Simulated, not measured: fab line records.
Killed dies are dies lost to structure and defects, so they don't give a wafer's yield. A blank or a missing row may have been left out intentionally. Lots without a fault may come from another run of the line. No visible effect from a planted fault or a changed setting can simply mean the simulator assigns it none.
Matching of chambers / flow nand-harc / NHARC_P_GATE_STRIP_101 on rie-diel-13: 4 sister chambers
The step strips in O2, time 20 s. 8 wafers are shown with their chamber, then 8 later ones without.

## EACH WAFER AND ITS CHAMBER
wafer=L451.6; chamber=0; showerhead-plenum-p-Torr (Torr)=3.30; drypump-motor-current-A (A)=5.7
wafer=L453.6; chamber=0; showerhead-plenum-p-Torr (Torr)=3.30; drypump-motor-current-A (A)=5.6
wafer=L455.3; chamber=3; showerhead-plenum-p-Torr (Torr)=3.58; drypump-motor-current-A (A)=5.8
wafer=L455.6; chamber=2; showerhead-plenum-p-Torr (Torr)=3.52; drypump-motor-current-A (A)=5.9
wafer=L457.1; chamber=2; showerhead-plenum-p-Torr (Torr)=3.51; drypump-motor-current-A (A)=5.8
wafer=L457.2; chamber=3; showerhead-plenum-p-Torr (Torr)=3.58; drypump-motor-current-A (A)=5.9
wafer=L457.5; chamber=1; showerhead-plenum-p-Torr (Torr)=3.70; drypump-motor-current-A (A)=5.6
wafer=L461.1; chamber=1; showerhead-plenum-p-Torr (Torr)=3.70; drypump-motor-current-A (A)=5.6

## WAFERS MISSING THEIR CHAMBER
wafer=L461.2; showerhead-plenum-p-Torr (Torr)=3.51; drypump-motor-current-A (A)=5.9
wafer=L461.3; showerhead-plenum-p-Torr (Torr)=3.58; drypump-motor-current-A (A)=5.9
wafer=L463.3; showerhead-plenum-p-Torr (Torr)=3.51; drypump-motor-current-A (A)=5.8
wafer=L463.5; showerhead-plenum-p-Torr (Torr)=3.70; drypump-motor-current-A (A)=5.6
wafer=L463.6; showerhead-plenum-p-Torr (Torr)=3.51; drypump-motor-current-A (A)=5.8
wafer=L467.1; showerhead-plenum-p-Torr (Torr)=3.30; drypump-motor-current-A (A)=5.7
wafer=L467.3; showerhead-plenum-p-Torr (Torr)=3.58; drypump-motor-current-A (A)=5.9
wafer=L467.4; showerhead-plenum-p-Torr (Torr)=3.69; drypump-motor-current-A (A)=5.6

## WHICH CHAMBER EACH ONE RAN IN
wafer=L461.2; from the rows above=2; in truth=2
wafer=L461.3; from the rows above=3; in truth=3
wafer=L463.3; from the rows above=2; in truth=2
wafer=L463.5; from the rows above=1; in truth=1
wafer=L463.6; from the rows above=2; in truth=2
wafer=L467.1; from the rows above=0; in truth=0
wafer=L467.3; from the rows above=3; in truth=3
wafer=L467.4; from the rows above=1; in truth=1
Correctly placed: 8 of 8. Not placeable from these rows: 0. Placed wrongly: 0.
How it was worked out, from the rows above alone: a wafer's distance from a chamber is the root of the sum, over the readings, of the square of ((its reading less the chamber's mean) divided by the reading's scatter). The wafer belongs to the nearest chamber; if the next one is less than 2 further off, it can't be placed. For every chamber, the mean is computed from those of its wafers that are shown. The scatter: the root of (the sum of the squares of (reading less its chamber's mean) over the shown wafers, divided by (wafers less chambers)).
